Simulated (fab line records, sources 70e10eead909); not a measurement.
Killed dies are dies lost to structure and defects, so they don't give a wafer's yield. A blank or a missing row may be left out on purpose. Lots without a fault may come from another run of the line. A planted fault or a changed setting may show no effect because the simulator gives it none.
Chamber matching | flow nand_harc | NHARC_A_CONTACT_ETCH_97 on rie_diel-05: 4 sister chambers
The step etches the open film in C4F6/O2, target depth 20 nm, time 10 s. 14 wafers are shown with their chamber, then 7 later ones without.

WAFERS WITH THEIR CHAMBER
wafer  | chamber | showerhead_plenum_p_Torr (Torr) | drypump_motor_current_A (A) | rf_vpp_V (V)
L229.1 | 0       | 3.66                            | 6.0                         | 542
L229.2 | 1       | 4.09                            | 6.2                         | 550
L229.5 | 3       | 3.99                            | 5.8                         | 548
L233.1 | 3       | 3.99                            | 5.7                         | 549
L233.2 | 0       | 3.66                            | 6.0                         | 543
L233.4 | 2       | 3.83                            | 5.8                         | 544
L240.4 | 2       | 3.82                            | 5.9                         | 545
L240.5 | 0       | 3.65                            | 6.0                         | 542
L240.6 | 3       | 3.98                            | 5.8                         | 548
L244.1 | 3       | 3.98                            | 5.8                         | 547
L244.4 | 0       | 3.65                            | 6.0                         | 541
L244.5 | 0       | 3.65                            | 6.0                         | 542
L250.1 | 0       | 3.64                            | 6.0                         | 541
L250.3 | 1       | 4.07                            | 6.2                         | 550

SIGNATURES (means of the wafers above)
reading                  | chamber 0 | chamber 1 | chamber 2 | chamber 3 | scatter within a chamber
showerhead_plenum_p_Torr | 3.6517    | 4.0800    | 3.8250    | 3.9850    | 0.00796
drypump_motor_current_A  | 6.000     | 6.200     | 5.850     | 5.775     | 0.0354
rf_vpp_V                 | 541.83    | 550.00    | 544.50    | 548.00    | 0.73
Rule: a wafer's distance from a chamber is the root of the sum, over the readings, of the square of ((its reading less the chamber's mean) divided by the reading's scatter). The wafer belongs to the nearest chamber; if the next one is less than 2 further off, it can't be placed. The scatter: the root of (the sum of the squares of (reading less its chamber's mean) over the shown wafers, divided by (wafers less chambers)).

WAFERS WITHOUT THEIR CHAMBER
wafer  | showerhead_plenum_p_Torr (Torr) | drypump_motor_current_A (A) | rf_vpp_V (V)
L250.6 | 4.07                            | 6.2                         | 550
L249.4 | 3.81                            | 5.9                         | 543
L249.5 | 4.07                            | 6.2                         | 551
L249.6 | 3.81                            | 5.9                         | 546
L251.3 | 3.81                            | 5.9                         | 546
L251.4 | 4.06                            | 6.2                         | 550
L251.5 | 3.97                            | 5.8                         | 549

WHICH CHAMBER EACH WENT THROUGH
wafer  | from the rows above | in truth
L250.6 | 1                   | 1
L249.4 | 2                   | 2
L249.5 | 1                   | 1
L249.6 | 2                   | 2
L251.3 | 2                   | 2
L251.4 | 1                   | 1
L251.5 | 3                   | 3
Placed correctly: 7 of 7. Can't be placed from these rows: 0. Placed wrongly: 0.
